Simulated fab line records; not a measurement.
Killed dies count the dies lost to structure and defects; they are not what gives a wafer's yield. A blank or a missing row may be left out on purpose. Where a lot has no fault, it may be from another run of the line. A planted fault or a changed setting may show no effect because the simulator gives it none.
What tool caused it? | flow n5 finfet | 36 wafers from 12 lots sampled at 2 of the route's 1938 steps

WHAT THE GAUGES READ, wafer by wafer
N5_PMOS_HMC_CHANNEL_EPI_INSPECT_11: inspects for defects (macro).
lot  | measured    | on                | raw defect count
L075 | day 1 23:16 | defect inspect-02 | 5 4 2
L077 | day 2 11:53 | defect inspect-02 | 2 2 2
L079 | day 2 23:07 | defect inspect-02 | 0 2 4
L081 | day 3 11:10 | defect inspect-02 | 2 5 0
L083 | day 4 00:17 | defect inspect-02 | 3 4 1
L085 | day 4 12:10 | defect inspect-02 | 0 3 2
L087 | day 5 00:18 | defect inspect-02 | 1 2 2
L089 | day 5 11:24 | defect inspect-01 | 3 2 2
L091 | day 6 05:13 | defect inspect-01 | 2 2 3
L093 | day 6 11:47 | defect inspect-01 | 2 2 2
L095 | day 6 23:43 | defect inspect-01 | 1 2 5
L097 | day 7 11:16 | defect inspect-01 | 1 1 3

WHICH TOOL RAN EACH LOT (tool, then ch and the chambers of the sampled wafers, then the start)
lot  | N5_WELL_APT_RTA_34
L075 | rtp anneal-02 ch 0, day 1 21:54
L077 | rtp anneal-02 ch 0, day 2 10:37
L079 | rtp anneal-01 ch 0, day 2 21:41
L081 | rtp anneal-02 ch 0, day 3 09:49
L083 | rtp anneal-01 ch 0, day 3 22:55
L085 | rtp anneal-02 ch 0, day 4 10:37
L087 | rtp anneal-02 ch 0, day 4 22:29
L089 | rtp anneal-02 ch 0, day 5 10:01
L091 | rtp anneal-01 ch 0, day 5 22:22
L093 | rtp anneal-01 ch 0, day 6 10:14
L095 | rtp anneal-02 ch 0, day 6 22:18
L097 | rtp anneal-01 ch 0, day 7 09:41
- N5_WELL_APT_RTA_34: time 10 s.

THE ANSWER, worked out from the rows above alone
Rule: the lots themselves supply what counts as usual. Put in order of their means at a reading, lots are off if they are a third of the lots or fewer, leave a main group of 4 or more, and stand apart from it by a gap of 3 or more times the standard deviation of the main group's means; of several such gaps the widest counts. The tables above print the reading to a certain number of digits; a main group whose means all agree to those digits is not used. A lot without any number at a reading at which 4 lots or more have one is off too. The other lots that the step has rows for count as sound.
No lot is off on any of the readings shown, so nothing can be concluded from this.

WHAT WAS PUT IN BY THE SIMULATOR
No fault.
